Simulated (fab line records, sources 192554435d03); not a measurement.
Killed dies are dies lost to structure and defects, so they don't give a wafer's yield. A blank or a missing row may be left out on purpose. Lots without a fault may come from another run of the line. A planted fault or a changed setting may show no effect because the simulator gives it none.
A struck lot beside a sound one | flow n5_finfet | 15 steps out of a route of 1938
Sound: wafers L809.2, L809.3, L809.6. Struck: wafer L819.4. (L819.1 of the same lot was not struck and is left out.) The cause comes at the end.
At each step with rows: each side's tool, then ch and its chambers, then its first start. Under that, the readings that differ: sound wafers | struck wafers | difference of the means | sigmas: that difference in standard deviations of wafers without a fault.
alike: readings whose means differ by less than 2 such deviations, and words and numbers that are the same on both sides. not compared: withheld readings, readings that some wafer has no value for, bounds like >300 that may hide the same value, and numbers for which the record gives no deviation and whose values overlap.
The two part at a step that has a row with sigmas, a row that says differs or no value, or rows on one side only. Numbers that don't overlap but have no deviation are shown without sigmas and don't part them. A reading that every wafer of one side lacks parts them only if that side has two wafers or more.

first, 1 step without rows for these wafers: N5_HKMG_FIN_STRIP_33 (strips in N2/H2).
N5_HKMG_FIN_STRIP_34: strips in CF4.
  sound on rie_diel-06 ch 0,1,2, day 4 11:58; struck on rie_diel-06 ch 3, day 6 23:53
  reading      | sound             | struck | difference | sigmas
  rf_vpp_V (V) | 271.9 271.1 271.0 | 267.2  | -4.1       | -3
  alike: bias_power_w, drypump_motor_current_A, oes_product_au, power_w, showerhead_plenum_p_Torr, throttle_valve_pct
  not compared: rf_hours_counter_h
then, 1 step without rows for these wafers: N5_HKMG_FIN_ETCH_35 (etches SOC in N2/H2, target depth 215.8 nm, time 243.4 s).
N5_HKMG_FIN_STRIP_92: strips SOC in N2/H2, time 20 s.
  sound on rie_diel-06 ch 0,1,2, day 4 12:08; struck on rie_diel-06 ch 3, day 7 00:04
  alike: bias_power_w, drypump_motor_current_A, oes_product_au, power_w, rf_vpp_V, showerhead_plenum_p_Torr, throttle_valve_pct
  not compared: rf_hours_counter_h
then, 2 steps without rows for these wafers: N5_HKMG_FIN_WET_ETCH_18 (etches TiN in SC1, time 55 s, target depth 5.2 nm, rinse time 30 s); N5_HKMG_FIN_STRIP_19 (strips in N2/H2, time 360 s).
N5_HKMG_FIN_ALD_91: deposits TiN, target thk 1 nm, pulse time 1 s, purge time 3 s.
  sound on ald_metal-01 ch 0,1,2, day 4 12:40; struck on ald_metal-04 ch 2, day 7 00:35
  alike: heater_power_outer_w, heater_power_w, precursor_pulse_height_rel
  not compared: co_reactant_pulse_time_s
then, 1 step without rows for these wafers: N5_HKMG_FIN_COAT_85 (time 60 s, resist thk 300 nm).
N5_HKMG_FIN_ETCH_86: etches SOC in N2/H2, stops on TiN, target depth 393.2 nm.
  sound on rie_diel-05 ch 0,1,3, day 4 13:00; struck on rie_diel-02 ch 2, day 7 00:55
  reading                         | sound             | struck | difference | sigmas
  rf_vpp_V (V)                    | 240.2 240.9 241.1 | 243.2  | +2.5       | +2
  showerhead_plenum_p_Torr (Torr) | 2.52 2.49 2.52    | 2.64   | +0.13      | +2
  alike: drypump_motor_current_A, oes_product_au, throttle_valve_pct
  not compared: rf_hours_counter_h
then, 2 steps without rows for these wafers: N5_HKMG_FIN_STRIP_89 (strips SOC in N2/H2, time 20 s); N5_HKMG_FIN_WET_ETCH_87 (etches TiN in SC1, time 154.2 s, target depth 4.7 nm, rinse time 30 s).
N5_HKMG_FIN_STRIP_88: strips in N2/H2, time 360 s.
  sound on plasma_asher-02 ch 0,1, day 4 13:15; struck on plasma_asher-02 ch 1, day 7 01:10
  alike: drypump_motor_current_A, heater_power_w
  not compared: rf_hours_counter_h
N5_HKMG_FIN_NWFM_ALD_20: deposits TiAlC, target thk 2 nm, pulse time 3 s, purge time 2 s.
  sound on ald_metal-03 ch 0,2,3, day 4 13:38; struck on ald_metal-03 ch 3, day 7 01:34
  reading                      | sound    | struck | difference | sigmas
  co_reactant_pulse_time_s (s) | 10 10 10 | 14.121 | +4.121     |
  alike: heater_power_outer_w, heater_power_w, precursor_pulse_height_rel
then, 1 step without rows for these wafers: N5_HKMG_FIN_ALD_71 (deposits TiN, target thk 1 nm, pulse time 1 s, purge time 3 s).
-- the record jumps here: 3 days lie between the struck wafers' starts before and after (it left off in module HKMG_FIN and takes up again in module BEOL_M4, whose first step shown is number 1111 of the route) --
N5_BEOL_M4_RC_MEAS_101:
  sound on prober-02 ch 0, day 8 04:36; struck on prober-02 ch 0, day 10 12:19
  reading   | sound             | struck | difference | sigmas
  VT_N (mV) | 250.9 250.9 251.1 | 244.9  | -6.1       | -2
  alike: DIBL_N, DIBL_P, IOFF_N, IOFF_P, ION_N, ION_P, SS_N, SS_P, VT_P

WHERE THEY PART
First at N5_HKMG_FIN_STRIP_34; last, within this record, at N5_BEOL_M4_RC_MEAS_101.

WHY: what the simulator had put in
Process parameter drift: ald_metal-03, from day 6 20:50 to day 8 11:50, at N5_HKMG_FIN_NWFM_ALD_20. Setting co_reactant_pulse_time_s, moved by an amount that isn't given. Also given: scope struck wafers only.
